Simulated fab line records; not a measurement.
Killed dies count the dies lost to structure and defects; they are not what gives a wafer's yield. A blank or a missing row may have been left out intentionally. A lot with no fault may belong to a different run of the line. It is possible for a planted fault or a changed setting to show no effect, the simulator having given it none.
fab line records ; flow nand-harc
record: lots: 12; wafers: 35; last-day: 23
route steps=1159 shown A_M1@1036
lots with no fault: from the same line, run without faults
start-h: hours from the record's opening day to when the first of the lot's shown wafers began ; wait-h: hours elapsed since this lot's preceding step ; " as in the row above ; L1.1+2: a row that stands for several wafers ; - no value, or no start given ; * or withheld: withheld ; < > ~ a bound
route shown NAME@n: a module of which the file shows steps, and the number in the route of the first ; usual: the fault-free wafers' mean and standard deviation ; same: alike in all rows ; chamber/n: place in a boat ; sites: the reading at each site ; _std_site: their standard deviation ; _edge_site: inner sites' mean taken away from outer sites' mean ; radius-mm: how far each site lies from the wafer's centre ; mask NAME#n: copy n ; behind: the most recent tool/chamber to have shaped the wafer ; hold: reason for holding the lot/hours on hold/outcome of the hold ; device: transistor that didn't switch, given as n, p or np ; end of line: tests run on the same wafers once the route is complete ; where a step has no rows: the recipe by itself ; killed: the dies lost at the first sort to structure and to defects; this is not the yield of the wafer ; map: dies across one wafer; x = killed, . = not, _ = none there
set.NAME: the setting the step ran with; set.NAME@STEP: the setting that earlier step ran with ; model.NAME: the simulator's own value behind a step, which no gauge read
one table for each step of the route and one row for each wafer, over a sample of lots
services: when a tool's chamber went out of use (start-h, in hours from the record's first day, below 0 if earlier), for how many hours, and the reason
== steps ==
step: NHARC_A_M1_CD_MEAS_09
recipe: target-cd-nm: 120; landing-energy-ev: 500
usual: cd-nm: 120.1/0.66
lot.wafer;tool;chamber;start-h;wait-h;cd-nm
L419.1;cd-sem-01;0;409.22;-;119.8
L419.2;cd-sem-01;0;409.22;-;119.6
L419.5;cd-sem-01;0;409.22;-;120.2
L422.3;cd-sem-02;0;420.79;-;119.5
L422.4;cd-sem-02;0;420.79;-;120.7
L422.6;cd-sem-02;0;420.79;-;119.9
L420.2;cd-sem-02;0;420.94;-;119.1
L420.3;cd-sem-02;0;420.94;-;120.2
L420.5;cd-sem-02;0;420.94;-;119.8
L423.2;cd-sem-02;0;424.25;-;120.1
L423.3;cd-sem-02;0;424.25;-;119.7
L423.5;cd-sem-02;0;424.25;-;120.3
L421.2;cd-sem-02;0;424.98;-;119.1
L421.4;cd-sem-02;0;424.98;-;120.2
L421.5;cd-sem-02;0;424.98;-;119.6
L424.2;cd-sem-03;0;445.75;-;120.4
L424.3;cd-sem-03;0;445.75;-;120.5
L424.6;cd-sem-03;0;445.75;-;120.1
L425.2;cd-sem-02;0;446.65;-;119.2
L425.4;cd-sem-02;0;446.65;-;120.0
L425.6;cd-sem-02;0;446.65;-;120.2
L426.1;cd-sem-03;0;450.24;-;120.1
L426.2;cd-sem-03;0;450.24;-;119.9
L426.4;cd-sem-03;0;450.24;-;119.3
L427.1;cd-sem-01;0;452.39;-;119.9
L427.3;cd-sem-01;0;452.39;-;120.3
L438.1;cd-sem-02;0;501.76;-;119.4
L438.2;cd-sem-02;0;501.76;-;120.7
L438.6;cd-sem-02;0;501.76;-;121.0
L439.1;cd-sem-03;0;522.38;-;119.6
L439.4;cd-sem-03;0;522.38;-;120.1
L439.6;cd-sem-03;0;522.38;-;119.8
L441.2;cd-sem-03;0;522.91;-;120.3
L441.4;cd-sem-03;0;522.91;-;120.7
L441.5;cd-sem-03;0;522.91;-;120.2
step: NHARC_A_M1_ETCH_35
recipe: target-depth-a: 400; overetch-a: 120; time-s: 43.94; ion-energy-ev: 200; n2-flow-sccm: 150; h2-flow-sccm: 150; ar-flow-sccm: 0; rf-w: 400; bias-w: 150; chemistry: N2/H2
usual: bias-w: 150.0/0.49; drypump-motor-current-A: 5.8/0.49; oes-product-au: 1.004/0.011; rf-vpp-V: 430.6/2.8; showerhead-plenum-p-Torr: 2.04/0.099; throttle-valve-pct: 14.172/0.0078
lot.wafer;tool;chamber;start-h;wait-h;bias-w;drypump-motor-current-A;oes-product-au;rf-hours-counter-h;rf-vpp-V;showerhead-plenum-p-Torr;throttle-valve-pct
L419.2;rie-diel-09;2;409.49;0.1;150.7;5.9;1.012;3;434.1;2.18;14.154
L419.1;rie-diel-09;0;409.49;0.1;150.3;5.3;0.998;3;431.3;2.04;14.170
L419.5;rie-diel-09;3;409.49;0.1;150.5;6.0;1.006;-;427.1;1.98;14.165
L422.3;rie-diel-10;2;421.06;0.1;150.0;5.9;1.006;4;434.3;2.18;14.171
L422.4;rie-diel-10;1;421.06;0.1;149.4;5.3;1.011;4;432.8;2.10;14.185
L422.6;rie-diel-10;2;421.06;0.1;150.4;5.8;0.999;-;433.1;2.18;14.166
L420.3;rie-diel-09;0;421.22;0.1;149.9;5.3;1.004;3;429.8;2.04;14.176
L420.2;rie-diel-09;1;421.22;0.1;149.5;5.0;0.996;4;435.5;2.21;14.159
L420.5;rie-diel-09;2;421.22;0.1;149.7;5.9;1.012;-;434.9;2.18;14.164
L423.3;rie-diel-09;3;424.52;0.1;150.4;6.0;0.996;4;429.3;1.98;14.171
L423.2;rie-diel-09;0;424.52;0.1;149.3;5.3;1.007;4;430.1;2.04;14.176
L423.5;rie-diel-09;0;424.52;0.1;149.4;5.3;1.005;-;430.1;2.04;14.180
L421.2;rie-diel-09;2;425.25;0.1;150.0;5.9;1.017;4;433.6;2.18;14.180
L421.4;rie-diel-09;0;425.25;0.1;150.8;5.3;1.004;4;431.4;2.04;14.169
L421.5;rie-diel-09;3;425.25;0.1;150.5;6.0;0.992;-;428.7;1.98;14.169
L424.2;rie-diel-04;1;446.02;0.1;150.3;6.1;0.987;9;426.8;1.95;14.181
L424.3;rie-diel-04;2;446.02;0.1;149.7;5.1;1.022;9;431.7;2.09;14.169
L424.6;rie-diel-04;0;446.02;0.1;149.8;6.0;1.020;-;427.0;1.92;14.176
L425.4;rie-diel-04;1;446.91;0.1;149.1;6.1;0.991;9;428.4;1.95;14.158
L425.2;rie-diel-04;3;446.91;0.1;150.3;6.4;1.007;8;428.6;1.98;14.175
L425.6;rie-diel-04;2;446.91;0.1;149.9;5.1;1.010;-;432.3;2.09;14.176
L426.4;rie-diel-10;2;450.53;0.1;150.6;5.8;1.018;5;432.9;2.18;14.173
L426.2;rie-diel-10;3;450.53;0.1;149.9;6.6;1.023;5;429.8;1.99;14.171
L426.1;rie-diel-10;0;450.53;0.1;150.6;6.0;0.995;6;426.7;1.93;14.171
L427.1;rie-diel-04;3;452.67;0.1;148.9;6.4;0.995;8;429.0;1.98;14.179
L427.3;rie-diel-04;0;452.67;0.1;150.4;6.0;1.024;9;425.8;1.92;14.179
L438.1;rie-diel-04;3;502.03;0.1;149.7;6.4;1.002;2;430.7;1.98;14.174
L438.2;rie-diel-04;2;502.03;0.1;150.5;5.1;1.005;1;432.0;2.08;14.168
L438.6;rie-diel-04;0;502.03;0.1;150.2;6.0;0.999;-;427.5;1.92;14.179
L439.4;rie-diel-10;3;522.66;0.1;149.8;6.6;1.022;11;430.1;1.99;14.175
L439.1;rie-diel-10;1;522.66;0.1;149.2;5.2;1.000;11;432.0;2.09;14.162
L439.6;rie-diel-10;2;522.66;0.1;150.1;5.9;0.988;-;433.3;2.18;14.175
L441.2;rie-diel-04;0;523.18;0.1;150.9;6.0;1.001;4;427.2;1.92;14.166
L441.4;rie-diel-04;2;523.18;0.1;150.1;5.1;1.007;3;431.6;2.08;14.167
L441.5;rie-diel-04;0;523.18;0.1;150.4;6.0;0.998;-;427.5;1.91;14.159
step: NHARC_A_M1_ECD_22
recipe: target-thk-a: 4000; bath-temp-c: 25; material: Cu
usual: bath-heat-duty-pct: 6.2/0.93
lot.wafer;tool;chamber;start-h;wait-h;bath-heat-duty-pct
L419.1;ecd-cu-01;1;410.81;-;7.0
L419.2;ecd-cu-01;0;410.81;-;6.2
L419.5;ecd-cu-01;1;410.81;-;7.2
L422.3;ecd-cu-01;1;422.46;-;7.5
L422.4;ecd-cu-01;0;422.46;-;6.6
L422.6;ecd-cu-01;1;422.46;-;7.8
L420.2;ecd-cu-02;1;422.60;-;4.7
L420.3;ecd-cu-02;1;422.60;-;5.7
L420.5;ecd-cu-02;1;422.60;-;4.5
L423.2;ecd-cu-01;1;425.89;-;7.2
L423.3;ecd-cu-01;1;425.89;-;7.3
L423.5;ecd-cu-01;1;425.89;-;7.7
L421.2;ecd-cu-02;0;426.62;-;7.0
L421.4;ecd-cu-02;1;426.62;-;5.1
L421.5;ecd-cu-02;1;426.62;-;5.3
L424.2;ecd-cu-01;0;447.33;-;7.2
L424.3;ecd-cu-01;1;447.33;-;7.5
L424.6;ecd-cu-01;1;447.33;-;7.5
L425.2;ecd-cu-02;1;448.22;-;5.0
L425.4;ecd-cu-02;1;448.22;-;4.2
L425.6;ecd-cu-02;0;448.22;-;6.0
L426.1;ecd-cu-02;0;451.81;-;6.1
L426.2;ecd-cu-02;1;451.81;-;5.1
L426.4;ecd-cu-02;0;451.81;-;7.2
L427.1;ecd-cu-02;1;453.95;-;4.7
L427.3;ecd-cu-02;1;453.95;-;5.9
L438.2;ecd-cu-01;0;503.33;-;6.8
L438.1;ecd-cu-01;1;503.33;-;7.1
L438.6;ecd-cu-01;0;503.33;-;5.8
L439.1;ecd-cu-01;1;524.00;-;7.5
L439.4;ecd-cu-01;0;524.00;-;6.8
L439.6;ecd-cu-01;1;524.00;-;6.8
L441.2;ecd-cu-01;1;524.52;-;6.3
L441.4;ecd-cu-01;1;524.52;-;6.3
L441.5;ecd-cu-01;1;524.52;-;6.5
step: NHARC_A_M1_CMP_23
recipe: t-overpolish-s: 20; target-thk-nm: 154.34
usual: motor-current-A: 11.4/0.91; slurry-flow-ml-min: 150.0/0.47; time-to-endpoint-s: 28.2/3
lot.wafer;tool;chamber;start-h;wait-h;motor-current-A;slurry-flow-ml-min;time-to-endpoint-s
L419.2;cmp-03;2;411.58;-;11.4;149.6;22.7
L419.1;cmp-03;3;411.58;-;9.8;150.5;25.0
L419.5;cmp-03;0;411.58;-;9.9;149.3;25.3
L422.3;cmp-04;3;423.07;-;11.0;150.1;23.2
L422.4;cmp-04;0;423.07;-;10.2;149.5;30.1
L422.6;cmp-04;3;423.07;-;11.4;150.5;23.6
L420.3;cmp-04;3;423.33;-;11.1;150.0;23.7
L420.2;cmp-04;0;423.33;-;10.1;149.8;28.6
L420.5;cmp-04;2;423.33;-;11.7;150.4;26.7
L423.2;cmp-02;2;426.60;-;12.4;150.3;30.2
L423.3;cmp-02;0;426.60;-;11.2;150.4;28.9
L423.5;cmp-02;1;426.60;-;11.6;150.6;30.8
L421.2;cmp-02;1;427.53;-;11.9;149.4;30.4
L421.4;cmp-02;3;427.53;-;12.9;149.7;30.3
L421.5;cmp-02;1;427.53;-;10.8;149.2;32.8
L424.3;cmp-04;0;448.12;-;10.5;151.0;29.3
L424.2;cmp-04;1;448.12;-;11.1;149.3;27.7
L424.6;cmp-04;3;448.12;-;11.4;149.9;22.4
L425.2;cmp-04;0;448.94;-;10.4;149.4;31.3
L425.4;cmp-04;3;448.94;-;10.7;150.4;23.4
L425.6;cmp-04;0;448.94;-;10.9;149.5;27.8
L426.1;cmp-02;0;452.54;-;11.3;150.4;21.7
L426.2;cmp-02;1;452.54;-;11.4;150.0;29.9
L426.4;cmp-02;3;452.54;-;13.1;150.3;27.4
L427.3;cmp-04;3;454.71;-;11.0;150.7;24.4
L427.1;cmp-04;0;454.71;-;10.6;149.8;47.9
L438.2;cmp-02;2;504.05;-;12.3;150.1;30.3
L438.1;cmp-02;0;504.05;-;11.0;149.6;25.5
L438.6;cmp-02;3;504.05;-;13.2;150.3;30.5
L439.4;cmp-02;1;524.71;-;11.7;149.7;33.2
L439.1;cmp-02;3;524.71;-;13.5;150.5;28.4
L439.6;cmp-02;1;524.71;-;10.8;150.7;33.0
L441.2;cmp-02;3;525.35;-;13.1;150.0;30.5
L441.4;cmp-02;0;525.35;-;11.2;149.5;26.7
L441.5;cmp-02;2;525.35;-;12.6;149.9;30.9
step: NHARC_A_M1_DEP_33
recipe: target-thk-a: 300; temp-c: 370; target-thk-nm: 30; pressure-torr: 3; flow-sccm: 200; rf-w: 450; material: SiCN
usual: chamber-pressure-Torr: 3.000/0.0065; heater-power-w: 600/87
lot.wafer;tool;chamber;start-h;wait-h;chamber-pressure-Torr;heater-power-w
L419.2;pecvd-02;2;412.14;0.1;2.996;733
L419.1;pecvd-02;1;412.14;0.1;3.011;605
L419.5;pecvd-02;0;412.14;0.1;3.001;631
L422.3;pecvd-02;1;424.39;0.1;3.002;508
L422.4;pecvd-02;1;424.39;0.1;3.008;513
L422.6;pecvd-02;2;424.39;0.1;2.996;751
L420.2;pecvd-03;0;424.50;0.1;2.995;683
L420.3;pecvd-03;1;424.50;0.1;2.998;680
L420.5;pecvd-03;0;424.50;0.1;2.997;671
L423.2;pecvd-02;2;428.31;0.1;2.988;639
L423.3;pecvd-02;0;428.31;0.1;3.015;583
L423.5;pecvd-02;0;428.31;0.1;3.012;573
L421.2;pecvd-02;1;428.73;0.1;2.987;514
L421.4;pecvd-02;0;428.73;0.1;2.994;585
L421.5;pecvd-02;1;428.73;0.1;2.990;516
L424.3;pecvd-01;1;448.72;0.1;2.995;505
L424.2;pecvd-01;2;448.72;0.1;2.995;474
L424.6;pecvd-01;0;448.72;0.1;3.008;711
L425.2;pecvd-03;0;449.65;0.1;3.005;672
L425.4;pecvd-03;1;449.65;0.1;3.007;673
L425.6;pecvd-03;2;449.65;0.1;3.009;569
L426.2;pecvd-03;0;453.15;0.1;3.022;669
L426.1;pecvd-03;2;453.15;0.1;3.007;487
L426.4;pecvd-03;0;453.15;0.1;3.007;654
L427.3;pecvd-02;1;455.30;0.1;2.990;496
L427.1;pecvd-02;0;455.30;0.1;3.008;678
L438.2;pecvd-01;1;504.71;0.1;3.011;474
L438.1;pecvd-01;0;504.71;0.1;2.988;679
L438.6;pecvd-01;1;504.71;0.1;2.988;483
L439.1;pecvd-01;2;525.34;0.1;3.001;417
L439.6;pecvd-01;2;525.34;0.1;2.999;412
L439.4;pecvd-01;0;525.34;0.1;3.002;640
L441.2;pecvd-01;2;526.11;0.1;3.003;504
L441.5;pecvd-01;1;526.11;0.1;2.997;489
L441.4;pecvd-01;2;526.11;0.1;3.006;510
== services ==
tool;chamber;start-h;hours;kind
rie-diel-10;-;385.86;0.3;repair
rie-diel-09;0;390.39;4.3;repair
pecvd-02;-;390.66;1.6;repair
cmp-04;-;399.00;4.0;pm
pecvd-03;-;407.82;2.8;repair
rie-diel-04;2;417.09;3.9;repair
pecvd-01;-;418.05;13.0;pm
cmp-02;-;422.50;4.0;pm
cmp-03;-;423.24;2.6;repair
cmp-02;-;426.50;-;consumable-replace:conditioner
rie-diel-09;-;431.10;9.0;pm
cmp-02;-;432.42;0.8;repair
rie-diel-10;2;440.87;4.6;repair
ecd-cu-01;-;448.42;8.0;pm
cmp-03;-;450.13;4.0;pm
pecvd-02;-;453.81;0.7;repair
rie-diel-04;-;465.90;9.0;pm
pecvd-03;-;473.90;13.0;pm
ecd-cu-01;-;488.15;1.7;repair
ecd-cu-01;-;490.08;0.7;repair
cmp-04;-;497.00;4.0;pm
pecvd-01;2;502.57;4.8;repair
pecvd-02;-;515.55;13.0;pm
cmp-02;-;520.50;4.0;pm
== key ==
first-sign: step: NHARC_A_M1_CMP_23; reading: time-to-endpoint-s; direction: up; sigmas: 6.6; usual: *; struck: *
effect none on later readings
met-at NHARC_A_M1_ECD_22
struck-lots L427
struck-wafers L427.1
sort-left-out L427.1
not-acting-at NHARC_A_M1_CD_MEAS_09,NHARC_A_M1_ETCH_35,NHARC_A_M1_DEP_33
onset-between 451.81 453.95
fault: kind: process-parameter-drift; tool: ecd-cu-02; chamber: -; onset-h: 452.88; steps: NHARC_A_M1_ECD_22; channel: target-thk-a; offset: *; shape: step; end-h: 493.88; scope: struck-wafers-only; acts-in: *; stated: *
sort-left-out: the simulated sort isn't trusted on such a fault, so these wafers' sort isn't shown, and their yield isn't known
